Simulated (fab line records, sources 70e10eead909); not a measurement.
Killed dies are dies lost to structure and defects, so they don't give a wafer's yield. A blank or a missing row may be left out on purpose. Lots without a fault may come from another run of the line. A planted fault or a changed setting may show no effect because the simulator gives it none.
fab line records | flow nand_harc
record lots=5 wafers=15 last_day=32
route steps=1302 shown A_DECK1_JOINT@537 A_ONON_D2@545 A_CHANNEL_HOLE_D2@570
lots that met no fault: from a run of the same line without faults
start_h: hours from the record's first day to the start of the lot's first wafer shown | wait_h: hours since the lot's step before | " the same as in the row above | L1.1+2: a row that stands for several wafers | - no value, or no start given | * or withheld: withheld | < > ~ a bound
route shown NAME@n: a module of which the file shows steps, and the number in the route of the first | usual: mean/standard deviation of fault-free wafers | same: alike in all rows | chamber/n: place in a boat | sites: the reading at each site | _std_site: their standard deviation | _edge_site: outer sites' mean less inner sites' | radius_mm: how far each site lies from the wafer's centre | mask NAME#n: copy n | behind: the tool/chamber that last shaped the wafer | hold: why the lot was held/for how many hours/how that ended | device: the transistor (n, p or np) that didn't switch | end of line: the same wafers' tests at the end of the route | a step without rows: its recipe alone | killed: dies lost to structure and defects at the first sort, not the wafer's yield | map: a wafer's dies, x killed, . not, _ none there
set.NAME: the setting as run; set.NAME@STEP: as run at that earlier step | model.NAME: the simulator's own value behind a step, which no gauge read
lots at some steps of the route; a table a step, a row a wafer
services: from which hour (start_h, from the record's first day; less than 0 if before it) a tool's chamber was out of use, for how many hours, and why
## steps
# step NHARC_A_DECK1_JOINT_ANNEAL_28
# recipe temp_c=500 time_s=1800 idle_temp_c=400 ramp_up_c_per_min=10 densification_p_h2o_torr=640
# columns lot.wafer tool chamber start_h wait_h
L076.1+4+5 furnace-03 0 286.56 8.0
L081.2+4+6 furnace-05 0 330.02 2.6
L083.2+5+6 furnace-05 0 353.54 3.7
L088.2+3+5 furnace-05 0 408.91 2.6
L094.2+5+6 furnace-05 0 474.74 3.8
# step NHARC_A_DECK1_JOINT_ANNEAL_29
# recipe temp_c=750 time_s=1800 idle_temp_c=500 ramp_up_c_per_min=10 ramp_down_c_per_min=3
# columns lot.wafer tool chamber start_h wait_h
L076.1+4+5 furnace-03 0 291.56 4.3
L081.2+4+6 furnace-05 0 335.65 5.0
L083.2+5+6 furnace-05 0 357.90 3.7
L088.2+3+5 furnace-05 0 414.33 4.8
L094.2+5+6 furnace-05 0 477.98 2.6
# step NHARC_A_DECK1_JOINT_CMP_02
# recipe material=SiOx
# usual motor_current_A=12.5/1.1 pad_life_wafers=206/110 slurry_flow_ml_min=150.0/0.46
# columns lot.wafer tool chamber start_h wait_h motor_current_A pad_life_wafers slurry_flow_ml_min
L076.1 cmp-02 0 294.23 0.4 13.1 210 150.2
L076.4 " 1 " " 10.8 211 150.7
L076.5 " 0 " " 13.6 - 150.4
L081.4 cmp-03 3 338.36 0.4 11.9 324 150.4
L081.2 " 0 " " 13.1 325 149.1
L081.6 " 3 " " 12.1 - 149.9
L083.2 cmp-02 2 360.61 0.4 13.9 102 149.5
L083.5 " 2 " " 13.8 - 149.5
L083.6 " 3 " " 13.0 - 149.9
L088.2 cmp-02 2 417.02 0.4 14.2 300 150.6
L088.3 " 0 " " 12.9 302 149.9
L088.5 " 2 " " 13.3 - 150.2
L094.2 cmp-04 3 480.72 0.4 11.5 267 149.5
L094.6 " 0 " " 10.9 - 150.4
L094.5 " 1 " " 12.5 - 149.7
# step NHARC_A_DECK1_JOINT_SRD_15
# columns lot.wafer tool chamber start_h wait_h
L076.4+1+5 wet_bench-02 6,1,3 294.53 0.0
L081.4+6+2 wet_bench-04 2,6,7 338.66 0.0
L083.6+2+5 wet_bench-09 3,7,0 360.91 0.0
L088.5+2+3 wet_bench-02 5,6,2 417.32 0.0
L094.5+2+6 wet_bench-04 7,1,4 480.94 0.0
# step NHARC_A_DECK1_JOINT_DEP_16
# recipe target_thk_a=450 temp_c=400 pressure_torr=6.5 rf_w=900 teos_flow_sccm=161.4 flow_sccm=2650 target_thk_nm=45 gas=O2 material=SiO2
# usual heater_power_w=571/89 throttle_valve_pct=15.6/0.51
# columns lot.wafer tool chamber start_h wait_h heater_power_w throttle_valve_pct
L076.1 pecvd-01 0 294.65 0.1 507 15.1
L076.5 " 2 " " 555 15.7
L076.4 " 1 " " 733 15.7
L081.2 pecvd-04 2 338.78 0.1 622 15.2
L081.6 " 1 " " 533 16.1
L081.4 " 2 " " 610 15.4
L083.2 pecvd-04 0 361.06 0.1 542 16.6
L083.6 " 2 " " 681 15.2
L083.5 " 0 " " 532 16.9
L088.2 pecvd-01 2 417.58 0.3 660 15.6
L088.3 " 0 " " 521 15.0
L088.5 " 2 " " 648 15.7
L094.2 pecvd-02 0 481.07 0.1 543 15.5
L094.6 " 2 " " 577 15.7
L094.5 " 1 " " 577 14.9
# step NHARC_A_DECK1_JOINT_THK_MEAS_17
# recipe thk_meas_gauge=ellipsometry
# usual thk_nm=44.8/1.3
# columns lot.wafer tool chamber start_h wait_h thk_nm
L076.1 film_metro-02 - 294.90 0.2 44.1
L076.4 " - " " 46.1
L076.5 " - " " 47.0
L081.2 film_metro-01 - 339.03 0.2 43.4
L081.4 " - " " 44.7
L081.6 " - " " 44.6
L083.2 film_metro-01 - 361.28 0.2 43.8
L083.5 " - " " 43.1
L083.6 " - " " 46.6
L088.2 film_metro-02 - 417.83 0.2 44.8
L088.3 " - " " 44.3
L088.5 " - " " 44.5
L094.2 film_metro-01 - 481.32 0.2 46.3
L094.5 " - " " 45.9
L094.6 " - " " 43.8
# step NHARC_A_DECK1_JOINT_INSPECT_05
# usual raw_defect_count=349/130
# columns lot.wafer tool chamber start_h wait_h raw_defect_count
L076.1 defect_inspect-02 - 294.93 0.0 217
L076.4 " - " " 290
L076.5 " - " " 298
L081.2 defect_inspect-01 - 339.07 0.0 284
L081.4 " - " " 720
L081.6 " - " " 348
L083.2 defect_inspect-01 - 361.32 0.0 290
L083.5 " - " " 336
L083.6 " - " " 305
L088.2 defect_inspect-01 - 417.86 0.0 473
L088.3 " - " " 373
L088.5 " - " " 259
L094.2 defect_inspect-02 - 481.36 0.0 286
L094.5 " - " " 390
L094.6 " - " " 483
# step NHARC_A_ONON_D2_DEP_00
# recipe target_thk_a=10000 n2_flow_sccm=2750 n2o_flow_sccm=2000 nh3_flow_sccm=500 sih4_flow_sccm=210 temp_c=400
# columns lot.wafer tool chamber start_h wait_h
L076.1+4+5 pecvd_onon-02 0 295.00 0.1
L081.2+4+6 pecvd_onon-04 0 339.19 0.1
L083.2+5+6 pecvd_onon-04 0 361.44 0.1
L088.2+3+5 pecvd_onon-02 0 417.99 0.1
L094.2+5+6 pecvd_onon-02 0 481.48 0.1
# step NHARC_A_ONON_D2_THK_MEAS_02
# recipe thk_meas_gauge=ellipsometry
# usual thk_nm=1002/10
# columns lot.wafer tool chamber start_h wait_h thk_nm
L076.1 film_metro-01 - 295.51 - 986
L076.4 " - " " 985
L076.5 " - " " 986
L081.2 film_metro-02 - 339.64 - 1001
L081.4 " - " " 999
L081.6 " - " " 999
L083.2 film_metro-01 - 361.89 - 1007
L083.5 " - " " 1004
L083.6 " - " " 1005
L088.2 film_metro-01 - 418.43 - 990
L088.3 " - " " 991
L088.5 " - " " 990
L094.2 film_metro-02 - 481.93 - 1014
L094.5 " - " " 1015
L094.6 " - " " 1014
# step NHARC_A_ONON_D2_DEP_03
# recipe target_thk_a=10000 n2_flow_sccm=2750 n2o_flow_sccm=2000 nh3_flow_sccm=500 sih4_flow_sccm=210 temp_c=400
# columns lot.wafer tool chamber start_h wait_h
L076.1+4+5 pecvd_onon-03 0 295.57 0.1
L081.2+4+6 pecvd_onon-02 0 339.76 0.1
L083.2+5+6 pecvd_onon-02 0 362.01 0.1
L088.2+3+5 pecvd_onon-02 0 418.55 0.1
L094.2+5+6 pecvd_onon-02 0 482.05 0.1
# step NHARC_A_ONON_D2_THK_MEAS_05
# recipe thk_meas_gauge=ellipsometry
# usual thk_nm=998/9.1
# columns lot.wafer tool chamber start_h wait_h thk_nm
L076.1 film_metro-01 - 296.08 - 1000
L076.4 " - " " 999
L076.5 " - " " 1000
L081.2 film_metro-02 - 340.22 - 1000
L081.4 " - " " 1000
L081.6 " - " " 1000
L083.2 film_metro-01 - 362.46 - 992
L083.5 " - " " 992
L083.6 " - " " 993
L088.2 film_metro-02 - 419.00 - 995
L088.3 " - " " 994
L088.5 " - " " 993
L094.2 film_metro-02 - 482.49 - 989
L094.5 " - " " 987
L094.6 " - " " 989
# step NHARC_A_ONON_D2_DEP_06
# recipe target_thk_a=10000 n2_flow_sccm=2750 n2o_flow_sccm=2000 nh3_flow_sccm=500 sih4_flow_sccm=210 temp_c=400
# columns lot.wafer tool chamber start_h wait_h
L076.1+4+5 pecvd_onon-04 0 296.14 0.1
L081.2+4+6 pecvd_onon-03 0 340.33 0.1
L083.2+5+6 pecvd_onon-02 0 362.57 0.1
L088.2+3+5 pecvd_onon-02 0 419.11 0.1
L094.2+5+6 pecvd_onon-02 0 482.61 0.1
# step NHARC_A_ONON_D2_THK_MEAS_08
# recipe thk_meas_gauge=ellipsometry
# usual thk_nm=1000/12
# columns lot.wafer tool chamber start_h wait_h thk_nm
L076.1 film_metro-02 - 296.65 - 999
L076.4 " - " " 998
L076.5 " - " " 996
L081.2 film_metro-02 - 340.79 - 987
L081.4 " - " " 987
L081.6 " - " " 988
L083.2 film_metro-02 - 363.04 - 1009
L083.5 " - " " 1010
L083.6 " - " " 1007
L088.2 film_metro-02 - 419.56 - 1013
L088.3 " - " " 1011
L088.5 " - " " 1012
L094.2 film_metro-02 - 483.06 - 992
L094.5 " - " " 990
L094.6 " - " " 990
# step NHARC_A_ONON_D2_DEP_09
# recipe target_thk_a=10000 n2_flow_sccm=2750 n2o_flow_sccm=2000 nh3_flow_sccm=500 sih4_flow_sccm=210 temp_c=400
# columns lot.wafer tool chamber start_h wait_h
L076.1+4+5 pecvd_onon-02 0 296.70 0.1
L081.2+4+6 pecvd_onon-04 0 340.90 0.1
L083.2+5+6 pecvd_onon-03 0 363.15 0.1
L088.2+3+5 pecvd_onon-02 0 419.67 0.1
L094.2+5+6 pecvd_onon-02 0 483.18 0.1
# step NHARC_A_ONON_D2_THK_MEAS_11
# recipe thk_meas_gauge=ellipsometry
# usual thk_nm=998/8.5
# columns lot.wafer tool chamber start_h wait_h thk_nm
L076.1 film_metro-02 - 297.22 - 1002
L076.4 " - " " 1002
L076.5 " - " " 1001
L081.2 film_metro-02 - 341.36 - 992
L081.4 " - " " 994
L081.6 " - " " 993
L083.2 film_metro-02 - 363.63 - 981
L083.5 " - " " 982
L083.6 " - " " 981
L088.2 film_metro-01 - 420.13 - 999
L088.3 " - " " 999
L088.5 " - " " 999
L094.2 film_metro-01 - 483.63 - 993
L094.5 " - " " 995
L094.6 " - " " 993
# step NHARC_A_ONON_D2_DEP_12
# recipe target_thk_a=10000 n2_flow_sccm=2750 n2o_flow_sccm=2000 nh3_flow_sccm=500 sih4_flow_sccm=210 temp_c=400
# columns lot.wafer tool chamber start_h wait_h
L076.1+4+5 pecvd_onon-03 0 297.27 0.1
L081.2+4+6 pecvd_onon-04 0 341.47 0.1
L083.2+5+6 pecvd_onon-04 0 363.74 0.1
L088.2+3+5 pecvd_onon-02 0 420.24 0.1
L094.2+5+6 pecvd_onon-02 0 483.75 0.1
# step NHARC_A_ONON_D2_THK_MEAS_14
# recipe thk_meas_gauge=ellipsometry
# usual thk_nm=1000/8.7
# columns lot.wafer tool chamber start_h wait_h thk_nm
L076.1 film_metro-02 - 297.78 - 990
L076.4 " - " " 989
L076.5 " - " " 989
L081.2 film_metro-02 - 341.92 - 1014
L081.4 " - " " 1011
L081.6 " - " " 1012
L083.2 film_metro-02 - 364.19 - 1013
L083.5 " - " " 1013
L083.6 " - " " 1015
L088.2 film_metro-02 - 420.70 - 989
L088.3 " - " " 989
L088.5 " - " " 987
L094.2 film_metro-02 - 484.20 - 1004
L094.5 " - " " 1004
L094.6 " - " " 1003
# step NHARC_A_ONON_D2_ANNEAL_15
# recipe temp_c=750 time_s=3600
# columns lot.wafer tool chamber start_h wait_h
L076.1+4+5 furnace-08 0 301.18 3.4
L081.2+4+6 furnace-08 0 345.26 3.3
L083.2+5+6 furnace-07 0 367.17 3.0
L088.2+3+5 furnace-07 0 423.72 3.0
L094.2+5+6 furnace-07 0 490.55 6.3
# step NHARC_A_ONON_D2_DEP_16
# recipe target_thk_a=10000 n2_flow_sccm=2750 n2o_flow_sccm=2000 nh3_flow_sccm=500 sih4_flow_sccm=210 temp_c=400
# columns lot.wafer tool chamber start_h wait_h
L076.1+4+5 pecvd_onon-02 0 305.01 0.4
L081.2+4+6 pecvd_onon-04 0 349.12 0.4
L083.2+5+6 pecvd_onon-04 0 371.07 0.4
L088.2+3+5 pecvd_onon-03 0 427.63 0.4
L094.2+5+6 pecvd_onon-03 0 494.38 0.4
# step NHARC_A_ONON_D2_THK_MEAS_18
# recipe thk_meas_gauge=ellipsometry
# usual thk_nm=1001/8.7
# columns lot.wafer tool chamber start_h wait_h thk_nm
L076.1 film_metro-01 - 305.52 - 992
L076.4 " - " " 993
L076.5 " - " " 991
L081.2 film_metro-02 - 349.56 - 1012
L081.4 " - " " 1013
L081.6 " - " " 1012
L083.2 film_metro-02 - 371.52 - 995
L083.5 " - " " 996
L083.6 " - " " 996
L088.2 film_metro-02 - 428.08 - 1011
L088.3 " - " " 1011
L088.5 " - " " 1008
L094.2 film_metro-01 - 494.83 - 1009
L094.5 " - " " 1012
L094.6 " - " " 1010
# step NHARC_A_ONON_D2_DEP_19
# recipe target_thk_a=10000 n2_flow_sccm=2750 n2o_flow_sccm=2000 nh3_flow_sccm=500 sih4_flow_sccm=210 temp_c=400
# columns lot.wafer tool chamber start_h wait_h
L076.1+4+5 pecvd_onon-04 0 305.57 0.1
L081.2+4+6 pecvd_onon-03 0 349.68 0.1
L083.2+5+6 pecvd_onon-04 0 371.63 0.1
L088.2+3+5 pecvd_onon-04 0 428.20 0.1
L094.2+5+6 pecvd_onon-02 0 495.07 0.2
# step NHARC_A_ONON_D2_THK_MEAS_21
# recipe thk_meas_gauge=ellipsometry
# usual thk_nm=999/8
# columns lot.wafer tool chamber start_h wait_h thk_nm
L076.1 film_metro-01 - 306.08 - 1006
L076.4 " - " " 1008
L076.5 " - " " 1008
L081.2 film_metro-02 - 350.13 - 998
L081.4 " - " " 996
L081.6 " - " " 997
L083.2 film_metro-02 - 372.08 - 1006
L083.5 " - " " 1006
L083.6 " - " " 1007
L088.2 film_metro-01 - 428.65 - 994
L088.3 " - " " 992
L088.5 " - " " 995
L094.2 film_metro-02 - 495.53 - 1004
L094.5 " - " " 1002
L094.6 " - " " 1004
# step NHARC_A_ONON_D2_DEP_22
# recipe target_thk_a=10000 n2_flow_sccm=2750 n2o_flow_sccm=2000 nh3_flow_sccm=500 sih4_flow_sccm=210 temp_c=400
# columns lot.wafer tool chamber start_h wait_h
L076.1+4+5 pecvd_onon-02 0 306.13 0.1
L081.2+4+6 pecvd_onon-02 0 350.24 0.1
L083.2+5+6 pecvd_onon-04 0 372.54 0.5
L088.2+3+5 pecvd_onon-02 0 428.76 0.1
L094.2+5+6 pecvd_onon-03 0 495.65 0.1
# step NHARC_A_ONON_D2_THK_MEAS_24
# recipe thk_meas_gauge=ellipsometry
# usual thk_nm=999/7.7
# columns lot.wafer tool chamber start_h wait_h thk_nm
L076.1 film_metro-01 - 306.64 - 1002
L076.4 " - " " 1002
L076.5 " - " " 1000
L081.2 film_metro-01 - 350.69 - 1010
L081.4 " - " " 1010
L081.6 " - " " 1009
L083.2 film_metro-01 - 372.99 - 1014
L083.5 " - " " 1014
L083.6 " - " " 1015
L088.2 film_metro-02 - 429.22 - 993
L088.3 " - " " 993
L088.5 " - " " 993
L094.2 film_metro-02 - 496.10 - 1003
L094.5 " - " " 1001
L094.6 " - " " 1002
# step NHARC_A_ONON_D2_DEP_25
# recipe target_thk_a=10000 n2_flow_sccm=2750 n2o_flow_sccm=2000 nh3_flow_sccm=500 sih4_flow_sccm=210 temp_c=400
# columns lot.wafer tool chamber start_h wait_h
L076.1+4+5 pecvd_onon-03 0 306.70 0.1
L081.2+4+6 pecvd_onon-02 0 350.81 0.1
L083.2+5+6 pecvd_onon-04 0 373.25 0.3
L088.2+3+5 pecvd_onon-04 0 429.33 0.1
L094.2+5+6 pecvd_onon-02 0 496.23 0.1
# step NHARC_A_ONON_D2_THK_MEAS_27
# recipe thk_meas_gauge=ellipsometry
# usual thk_nm=1004/10
# columns lot.wafer tool chamber start_h wait_h thk_nm
L076.1 film_metro-02 - 307.21 - 983
L076.4 " - " " 985
L076.5 " - " " 983
L081.2 film_metro-01 - 351.26 - 1016
L081.4 " - " " 1015
L081.6 " - " " 1017
L083.2 film_metro-01 - 373.70 - 1017
L083.5 " - " " 1015
L083.6 " - " " 1016
L088.2 film_metro-02 - 429.79 - 1000
L088.3 " - " " 1001
L088.5 " - " " 999
L094.2 film_metro-02 - 496.68 - 996
L094.5 " - " " 996
L094.6 " - " " 994
# step NHARC_A_ONON_D2_DEP_28
# recipe target_thk_a=10000 n2_flow_sccm=2750 n2o_flow_sccm=2000 nh3_flow_sccm=500 sih4_flow_sccm=210 temp_c=400
# columns lot.wafer tool chamber start_h wait_h
L076.1+4+5 pecvd_onon-03 0 307.27 0.1
L081.2+4+6 pecvd_onon-04 0 351.37 0.1
L083.2+5+6 pecvd_onon-04 0 373.95 0.2
L088.2+3+5 pecvd_onon-02 0 429.90 0.1
L094.2+5+6 pecvd_onon-02 0 497.00 0.3
# step NHARC_A_ONON_D2_THK_MEAS_30
# recipe thk_meas_gauge=ellipsometry
# usual thk_nm=1000/7.8
# columns lot.wafer tool chamber start_h wait_h thk_nm
L076.1 film_metro-01 - 307.77 - 988
L076.4 " - " " 989
L076.5 " - " " 989
L081.2 film_metro-02 - 351.83 - 981
L081.4 " - " " 979
L081.6 " - " " 980
L083.2 film_metro-01 - 374.41 - 998
L083.5 " - " " 994
L083.6 " - " " 996
L088.2 film_metro-02 - 430.35 - 1006
L088.3 " - " " 1006
L088.5 " - " " 1007
L094.2 film_metro-01 - 497.46 - 992
L094.5 " - " " 994
L094.6 " - " " 993
# step NHARC_A_ONON_D2_DEP_33
# recipe target_thk_a=2000 temp_c=400 pressure_torr=6.5 rf_w=900 teos_flow_sccm=161.4 flow_sccm=2650 target_thk_nm=200 gas=O2 material=SiO2
# usual heater_power_w=565/96 throttle_valve_pct=15.8/0.61
# columns lot.wafer tool chamber start_h wait_h heater_power_w throttle_valve_pct
L076.1 pecvd-04 0 307.88 0.1 444 16.5
L076.5 " 0 " " 457 16.8
L076.4 " 1 " " 649 15.9
L081.2 pecvd-04 1 351.88 0.1 635 15.9
L081.6 " 1 " " 633 16.1
L081.4 " 0 " " 467 16.7
L083.2 pecvd-01 0 374.55 0.1 523 14.9
L083.6 " 2 " " 614 15.5
L083.5 " 0 " " 530 14.8
L088.2 pecvd-04 1 430.45 0.1 630 16.4
L088.3 " 2 " " 657 15.8
L088.5 " 2 " " 678 15.7
L094.2 pecvd-04 2 497.56 0.1 725 15.3
L094.5 " 1 " " 493 15.7
L094.6 " 2 " " 553 15.2
# step NHARC_A_ONON_D2_THK_MEAS_34
# recipe thk_meas_gauge=ellipsometry
# usual thk_nm=201/3
# columns lot.wafer tool chamber start_h wait_h thk_nm
L076.1 film_metro-02 - 308.24 - 199
L076.4 " - " " 207
L076.5 " - " " 202
L081.2 film_metro-01 - 352.30 - 205
L081.4 " - " " 204
L081.6 " - " " 205
L083.2 film_metro-01 - 374.87 - 200
L083.5 " - " " 201
L083.6 " - " " 204
L088.2 film_metro-02 - 430.82 - 203
L088.3 " - " " 200
L088.5 " - " " 203
L094.2 film_metro-02 - 497.93 - 197
L094.5 " - " " 200
L094.6 " - " " 196
# step NHARC_A_ONON_D2_INSPECT_32
# usual raw_defect_count=438/170
# columns lot.wafer tool chamber start_h wait_h raw_defect_count
L076.1 defect_inspect-02 - 308.33 0.0 264
L076.4 " - " " 356
L076.5 " - " " 372
L081.2 defect_inspect-01 - 352.36 0.0 384
L081.4 " - " " 917
L081.6 " - " " 406
L083.2 defect_inspect-02 - 374.94 0.0 304
L083.5 " - " " 352
L083.6 " - " " 329
L088.2 defect_inspect-01 - 430.88 0.0 582
L088.3 " - " " 503
L088.5 " - " " 352
L094.2 defect_inspect-02 - 497.99 0.0 371
L094.5 " - " " 491
L094.6 " - " " 590
# step NHARC_A_CHANNEL_HOLE_D2_DEP_00
# recipe target_thk_a=31000 temp_c=400 material=aC
# usual throttle_valve_pct=35.000/0.0088
# columns lot.wafer tool chamber start_h wait_h throttle_valve_pct
L076.1 acl_dep-02 0 308.39 0.1 34.993
L076.4 " 0 " " 34.987
L076.5 " 0 " " 35.010
L081.2 acl_dep-02 0 354.55 2.2 35.009
L081.4 " 0 " " 34.998
L081.6 " 0 " " 34.997
L083.2 acl_dep-02 0 381.26 6.3 34.994
L083.5 " 0 " " 34.998
L083.6 " 0 " " 34.999
L088.2 acl_dep-01 0 431.26 0.4 35.012
L088.3 " 0 " " 34.999
L088.5 " 0 " " 35.005
L094.2 acl_dep-01 0 498.37 0.4 35.006
L094.5 " 0 " " 35.002
L094.6 " 0 " " 34.989
# step NHARC_A_CHANNEL_HOLE_D2_DEP_01
# recipe target_thk_a=1400 target_thk_nm=140 temp_c=400 pressure_torr=3.5 flow_sccm=200 rf_w=350 material=SiON
# usual heater_power_w=743/95
# columns lot.wafer tool chamber start_h wait_h heater_power_w
L076.1 pecvd-02 0 310.35 1.6 659
L076.5 " 2 " " 704
L076.4 " 0 " " 675
L081.2 pecvd-03 1 356.22 1.4 768
L081.6 " 2 " " 806
L081.4 " 0 " " 632
L083.2 pecvd-03 2 382.91 1.3 883
L083.5 " 1 " " 678
L083.6 " 0 " " 620
L088.3 pecvd-04 1 432.87 1.0 776
L088.2 " 0 " " 737
L088.5 " 2 " " 861
L094.2 pecvd-02 1 500.01 1.3 794
L094.5 " 0 " " 707
L094.6 " 1 " " 796
# step NHARC_A_CHANNEL_HOLE_D2_DEHYDRATE_02
# recipe temp_c=150 time_s=120
# usual heater_power_total_W=182.5/1.2
# columns lot.wafer tool chamber start_h wait_h heater_power_total_W
L076.1 litho_track-06 0 310.56 0.2 180.7
L076.4 " 0 " " 180.8
L076.5 " 0 " " 182.2
L081.2 litho_track-04 0 356.43 0.2 181.3
L081.4 " 0 " " 181.4
L081.6 " 0 " " 181.8
L083.2 litho_track-06 0 383.15 0.2 184.0
L083.5 " 0 " " 180.8
L083.6 " 0 " " 183.5
L088.2 litho_track-04 0 433.14 0.2 181.6
L088.3 " 0 " " 182.6
L088.5 " 0 " " 183.6
L094.2 litho_track-06 0 500.23 0.2 180.8
L094.5 " 0 " " 184.1
L094.6 " 0 " " 182.3
# step NHARC_A_CHANNEL_HOLE_D2_HMDS_03
# recipe time_s=30
# columns lot.wafer tool chamber start_h wait_h
L076.1+4+5 litho_track-06 0 - -
L081.2+4+6 litho_track-04 0 - -
L083.2+5+6 litho_track-06 0 - -
L088.2+3+5 litho_track-04 0 - -
L094.2+5+6 litho_track-06 0 - -
# step NHARC_A_CHANNEL_HOLE_D2_COAT_36
# recipe temp_c=260 time_s=75
# usual heater_power_total_W=486.6/1.6
# columns lot.wafer tool chamber start_h wait_h heater_power_total_W
L076.1 litho_track-06 0 - - 488.1
L076.4 " 0 " " 486.7
L076.5 " 0 " " 484.9
L081.2 litho_track-04 0 - - 488.7
L081.4 " 0 " " 489.6
L081.6 " 0 " " 484.7
L083.2 litho_track-06 0 - - 485.4
L083.5 " 0 " " 488.9
L083.6 " 0 " " 488.8
L088.2 litho_track-04 0 - - 489.2
L088.3 " 0 " " 489.0
L088.5 " 0 " " 484.4
L094.2 litho_track-06 0 - - 485.0
L094.5 " 0 " " 488.3
L094.6 " 0 " " 488.4
# step NHARC_A_CHANNEL_HOLE_D2_COAT_37
# recipe temp_c=225 time_s=65
# usual heater_power_total_W=446.8/2
# columns lot.wafer tool chamber start_h wait_h heater_power_total_W
L076.1 litho_track-06 0 - - 445.9
L076.4 " 0 " " 448.7
L076.5 " 0 " " 445.7
L081.2 litho_track-04 0 - - 445.5
L081.4 " 0 " " 449.4
L081.6 " 0 " " 447.1
L083.2 litho_track-06 0 - - 443.9
L083.5 " 0 " " 444.0
L083.6 " 0 " " 446.8
L088.2 litho_track-04 0 - - 447.4
L088.3 " 0 " " 444.7
L088.5 " 0 " " 449.1
L094.2 litho_track-06 0 - - 443.9
L094.5 " 0 " " 445.6
L094.6 " 0 " " 446.5
# step NHARC_A_CHANNEL_HOLE_D2_COAT_04
# recipe spin_rpm=1500 resist_thk_nm=90
# columns lot.wafer tool chamber start_h wait_h
L076.1+4+5 litho_track-06 0 - -
L081.2+4+6 litho_track-04 0 - -
L083.2+5+6 litho_track-06 0 - -
L088.2+3+5 litho_track-04 0 - -
L094.2+5+6 litho_track-06 0 - -
# step NHARC_A_CHANNEL_HOLE_D2_SOFTBAKE_05
# recipe temp_c=105 time_s=55
# usual heater_power_total_W=188.45/0.15
# columns lot.wafer tool chamber start_h wait_h heater_power_total_W
L076.1 litho_track-06 0 - - 188.66
L076.4 " 0 " " 188.60
L076.5 " 0 " " 188.36
L081.2 litho_track-04 0 - - 188.71
L081.4 " 0 " " 188.72
L081.6 " 0 " " 188.44
L083.2 litho_track-06 0 - - 188.70
L083.5 " 0 " " 188.47
L083.6 " 0 " " 188.38
L088.2 litho_track-04 0 - - 188.46
L088.3 " 0 " " 188.65
L088.5 " 0 " " 188.51
L094.2 litho_track-06 0 - - 188.74
L094.5 " 0 " " 188.57
L094.6 " 0 " " 188.71
# step NHARC_A_CHANNEL_HOLE_D2_EBR_06
# columns lot.wafer tool chamber start_h wait_h
L076.1+4+5 litho_track-06 0 - -
L081.2+4+6 litho_track-04 0 - -
L083.2+5+6 litho_track-06 0 - -
L088.2+3+5 litho_track-04 0 - -
L094.2+5+6 litho_track-06 0 - -
# step NHARC_A_CHANNEL_HOLE_D2_EXPOSE_07
# recipe na=1.35 target_cd_nm=100 sigma_outer=0.3 dose_mj=59.65 mask_id=HOLE_D2
# usual stage_vel_mm_s=499.93/0.24
# columns lot.wafer tool chamber start_h wait_h mask stage_vel_mm_s
L076.1 arfi_scanner-01 0 310.87 - HOLE_D2#0 500.21
L076.4 " 0 " " HOLE_D2#0 500.15
L076.5 " 0 " " HOLE_D2#0 499.95
L081.2 arfi_scanner-03 0 356.62 - HOLE_D2#0 499.92
L081.4 " 0 " " HOLE_D2#0 499.38
L081.6 " 0 " " HOLE_D2#0 499.77
L083.2 arfi_scanner-02 0 383.47 - HOLE_D2#0 500.20
L083.5 " 0 " " HOLE_D2#0 499.67
L083.6 " 0 " " HOLE_D2#0 499.71
L088.2 arfi_scanner-02 0 433.46 - HOLE_D2#0 499.65
L088.3 " 0 " " HOLE_D2#0 499.94
L088.5 " 0 " " HOLE_D2#0 499.92
L094.2 arfi_scanner-02 0 500.54 - HOLE_D2#0 499.69
L094.5 " 0 " " HOLE_D2#0 499.81
L094.6 " 0 " " HOLE_D2#0 500.08
# step NHARC_A_CHANNEL_HOLE_D2_PEB_08
# recipe peb_temp_c=100 peb_time_s=65
# usual heater_power_total_W=156.6/0.41
# same peb_time_s=65
# columns lot.wafer tool chamber start_h wait_h heater_power_total_W
L076.1 litho_track-04 0 310.93 0.1 156.1
L076.4 " 0 " " 156.4
L076.5 " 0 " " 157.1
L081.2 litho_track-01 0 356.68 0.1 157.1
L081.4 " 0 " " 156.0
L081.6 " 0 " " 155.9
L083.2 litho_track-01 0 383.53 0.1 157.2
L083.5 " 0 " " 156.1
L083.6 " 0 " " 157.2
L088.2 litho_track-06 0 433.52 0.1 156.5
L088.3 " 0 " " 155.9
L088.5 " 0 " " 156.4
L094.2 litho_track-01 0 500.60 0.1 156.5
L094.5 " 0 " " 156.9
L094.6 " 0 " " 156.0
# step NHARC_A_CHANNEL_HOLE_D2_DEVELOP_09
# recipe develop_time_s=35 dev_temp_c=23
# columns lot.wafer tool chamber start_h wait_h
L076.1+4+5 litho_track-04 0 - -
L081.2+4+6 litho_track-01 0 - -
L083.2+5+6 litho_track-01 0 - -
L088.2+3+5 litho_track-06 0 - -
L094.2+5+6 litho_track-01 0 - -
# step NHARC_A_CHANNEL_HOLE_D2_CD_MEAS_10
# recipe target_cd_nm=100 landing_energy_ev=500
# usual cd_nm=100.1/0.69
# columns lot.wafer tool chamber start_h wait_h cd_nm
L076.1 cd_sem-03 0 311.01 - 100.0
L076.4 " 0 " " 99.4
L076.5 " 0 " " 100.1
L081.2 cd_sem-01 0 356.76 - 99.8
L081.4 " 0 " " 99.9
L081.6 " 0 " " 100.6
L083.2 cd_sem-01 0 383.61 - 100.1
L083.5 " 0 " " 100.1
L083.6 " 0 " " 98.8
L088.2 cd_sem-02 0 433.60 - 100.6
L088.3 " 0 " " 101.1
L088.5 " 0 " " 100.3
L094.2 cd_sem-01 0 500.68 - 101.0
L094.5 " 0 " " 100.7
L094.6 " 0 " " 100.5
## services
# columns tool chamber start_h hours kind
pecvd-04 - 269.12 13.0 pm
pecvd-01 1 287.19 4.1 repair
pecvd-01 2 289.87 2.5 repair
pecvd_onon-04 - 311.03 13.0 pm
pecvd-01 - 311.07 13.0 pm
arfi_scanner-02 - 312.00 4.0 pm
litho_track-01 - 330.00 7.0 pm
cmp-02 - 330.53 4.0 pm
arfi_scanner-02 - 337.40 1.9 repair
litho_track-06 - 354.00 7.0 pm
cmp-02 - 358.43 0.3 repair
pecvd_onon-02 - 366.34 13.0 pm
arfi_scanner-02 - 369.15 0.3 repair
pecvd-02 1 373.11 2.2 repair
litho_track-04 - 378.00 7.0 pm
furnace-07 - 389.10 26.0 pm
pecvd_onon-03 - 408.00 13.0 pm
pecvd-02 - 408.16 13.0 pm
acl_dep-02 - 423.70 13.0 pm
cmp-02 - 428.53 4.0 pm
cmp-02 - 441.49 1.1 repair
pecvd-04 - 450.12 13.0 pm
arfi_scanner-02 - 456.26 1.0 repair
pecvd_onon-04 - 492.03 13.0 pm
## key
fault none
